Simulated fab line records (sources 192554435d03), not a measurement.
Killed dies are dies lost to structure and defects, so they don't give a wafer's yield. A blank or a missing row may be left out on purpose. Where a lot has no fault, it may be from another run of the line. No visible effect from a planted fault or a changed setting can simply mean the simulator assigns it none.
The same fault as seen by 2 desks    flow n5-finfet    numbers are kept per desk, each desk with only its own; the story behind them comes last

== DESK OF THE TOOL OWNER: rie-diel-04 ==
The tool's own readings at N5_BEOL_M0_SAQP_ETCH_83 (etches SiARC in CF4, target depth 39 nm, time 65 s): means of the sampled wafers that have a number, for each lot that ran on this tool. A lot is out of limits, marked OUT, if its mean lies more than 4 standard deviations from the usual mean; the brackets give that distance.
Columns: A = drypump-motor-current-A at N5_BEOL_M0_SAQP_ETCH_83, usual 5.8 A; B = etch-rf-on-time-s at N5_BEOL_M0_SAQP_ETCH_83, usual 65.1 s; C = oes-product-au at N5_BEOL_M0_SAQP_ETCH_83, usual 0.70 a.u.; D = rf-vpp-V at N5_BEOL_M0_SAQP_ETCH_83, usual 184.3 V; E = showerhead-plenum-p-Torr at N5_BEOL_M0_SAQP_ETCH_83, usual 2.15 Torr; F = throttle-valve-pct at N5_BEOL_M0_SAQP_ETCH_83, usual 15.52 %
lot   first seen here  A    B                C     D      E     F
L863  day 6 11:05      5.5  65.6             0.64  183.1  2.12  15.69
L864  day 6 19:48      5.8  64.5             0.82  183.3  2.12  15.31
L865  day 6 23:34      5.7  63.8             0.79  184.7  2.11  15.46
L868  day 7 19:58      5.5  65.4             0.64  182.8  2.11  15.72
L875  day 9 14:22      5.6  55.4 (-6.5) OUT  0.82  183.5  2.08  15.45
L876  day 9 20:32      5.5  44.6 (-14) OUT   0.81  183.5  2.10  15.73
L879  day 10 13:47     5.6  56.9 (-5.4) OUT  0.81  183.2  2.11  15.52
This desk finds L875, L876, L879 out of limits, L875 being first, at day 9 14:22 (etch-rf-on-time-s at N5_BEOL_M0_SAQP_ETCH_83). L863, L864, L865, L868: within limits.

== THE METROLOGY DESK ==
Means of the sampled wafers that have a number, per lot and without regard to the tool the lot ran on: this is what the gauges read. A lot is out of limits, marked OUT, if its mean lies more than 4 standard deviations from the usual mean; the brackets give that distance. 7 of its 11 readings are shown, namely those furthest out on some lot.
Columns: A = thk-nm at N5_BEOL_M0_SAQP_THK_MEAS_05, usual 59.8 nm; B = DIBL_N at N5_BEOL_M4_RC_MEAS_101, usual 37.1 mV/V; C = DIBL_P at N5_BEOL_M4_RC_MEAS_101, usual 37.2 mV/V; D = IOFF_N at N5_BEOL_M4_RC_MEAS_101, usual 0.18 nA/um; E = IOFF_P at N5_BEOL_M4_RC_MEAS_101, usual 0.23 nA/um; F = SS_P at N5_BEOL_M4_RC_MEAS_101, usual 73.5 mV/dec; G = VT_P at N5_BEOL_M4_RC_MEAS_101, usual -248 mV
lot   first seen here  A     B     C     D     E     F     G
L862  day 6 03:24      59.4  36.5  35.5  0.17  0.26  73.7  -244
L863  day 6 10:36      59.5  36.0  36.2  0.15  0.24  73.5  -246
L864  day 6 19:18      60.7  39.7  37.4  0.21  0.25  73.5  -247
L865  day 6 22:36      60.4  35.1  34.2  0.15  0.19  72.3  -249
L868  day 7 19:29      59.4  36.4  35.5  0.16  0.18  73.1  -253
L875  day 9 13:43      60.0  38.9  40.8  0.23  0.28  74.3  -246
L876  day 9 19:56      60.2  37.3  37.3  0.17  0.21  73.3  -251
L879  day 10 13:16     59.9  38.9  41.1  0.24  0.31  74.8  -245
L881  day 10 20:01     60.1  34.5  35.5  0.16  0.23  72.6  -248
L882  day 11 02:54     60.3  36.7  36.9  0.17  0.22  73.4  -251
Result from this desk: across the 10 lots, nothing is out of limits.

== BROUGHT TOGETHER ==
An alarm could have come from the tool owner's desk at day 9 14:22, on L875, L876, L879.
At the metrology desk, nothing out of limits was observed.
The metrology desk has L875, L876, L879 on record, within its limits.
On rie-diel-04, each named lot ran N5_BEOL_M0_SAQP_ETCH_83.

== WHAT THE SIMULATOR PUT IN ==
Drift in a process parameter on rie-diel-04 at N5_BEOL_M0_SAQP_ETCH_83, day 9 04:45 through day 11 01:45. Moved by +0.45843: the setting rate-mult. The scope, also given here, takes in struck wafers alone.
Lots struck among those shown: L875, L876, L879.
Time in hours from fault onset to the first out-of-limits reading at each desk: the tool owner's desk, 10.
